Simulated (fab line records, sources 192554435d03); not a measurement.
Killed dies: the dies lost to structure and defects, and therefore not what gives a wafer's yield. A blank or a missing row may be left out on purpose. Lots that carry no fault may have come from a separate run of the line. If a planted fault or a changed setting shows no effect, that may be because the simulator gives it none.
Chamber matching    flow n5 finfet    uv cure-01 running N5_BEOL_M6_CURE_74: 3 sister chambers
The step cures SiCOH lowk, time 240 s. 20 wafers are shown with their chamber, then 10 later ones without.

## WAFERS WITH THEIR CHAMBER
wafer   chamber  wafer_temp_C_max  lamp power pct (%)
L076.1  1        386.5             52.36
L076.4  1        386.7             52.34
L076.5  1        387.5             52.33
L079.2  0        387.6             52.33
L079.4  0        387.5             52.41
L079.6  0        386.8             52.30
L082.4  1        386.7             52.26
L082.5  1        386.6             52.28
L082.6  1        386.9             52.34
L084.1  0        387.2             52.23
L084.4  0        387.4             52.28
L084.6  0        387.2             52.29
L088.2  2        387.4             52.29
L088.5  2        386.7             52.34
L088.6  2        387.0             52.30
L087.1  2        387.3             52.31
L087.2  2        387.1             52.27
L087.6  2        387.1             52.32
L087.3  2        387.0             52.24
L087.4  2        387.4             52.33

SIGNATURES, as means of the wafers listed above
reading           chamber 0  chamber 1  chamber 2  scatter within a chamber
wafer_temp_C_max  387.283    386.817    387.125    0.292
lamp power pct    52.3067    52.3183    52.3000    0.0443
Rule: a wafer's distance from a chamber is the root of the sum, over the readings, of the square of ((its reading less the chamber's mean) divided by the reading's scatter). The wafer belongs to the nearest chamber; if the next one is less than 2 further off, it can't be placed. The scatter is the square root of a quotient: the sum, over the shown wafers, of each reading's squared deviation from its chamber's mean, divided by wafers minus chambers.

## WAFERS WHOSE CHAMBER IS MISSING
wafer   wafer_temp_C_max  lamp power pct (%)
L087.5  387.5             52.30
L094.1  387.2             52.22
L094.2  387.1             52.39
L094.3  387.9             52.34
L094.4  387.1             52.29
L094.5  386.8             52.27
L094.6  387.3             52.35
L096.3  387.8             52.27
L096.5  387.1             52.36
L096.6  388.0             52.27

## CHAMBER TAKEN BY EACH
wafer   from the rows above           in truth
L087.5  can't be placed: 0 or 2 or 1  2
L094.1  can't be placed: 2 or 0 or 1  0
L094.2  can't be placed: 1 or 0 or 2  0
L094.3  can't be placed: 0 or 2 or 1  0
L094.4  can't be placed: 2 or 0 or 1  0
L094.5  can't be placed: 1 or 2 or 0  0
L094.6  can't be placed: 0 or 2 or 1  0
L096.3  can't be placed: 0 or 2 or 1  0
L096.5  can't be placed: 1 or 2 or 0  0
L096.6  can't be placed: 0 or 2 or 1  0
0 of 10 placed correctly. Can't be placed from these rows: 10 (the true chamber is among the candidates in 10). Number placed wrongly: 0.
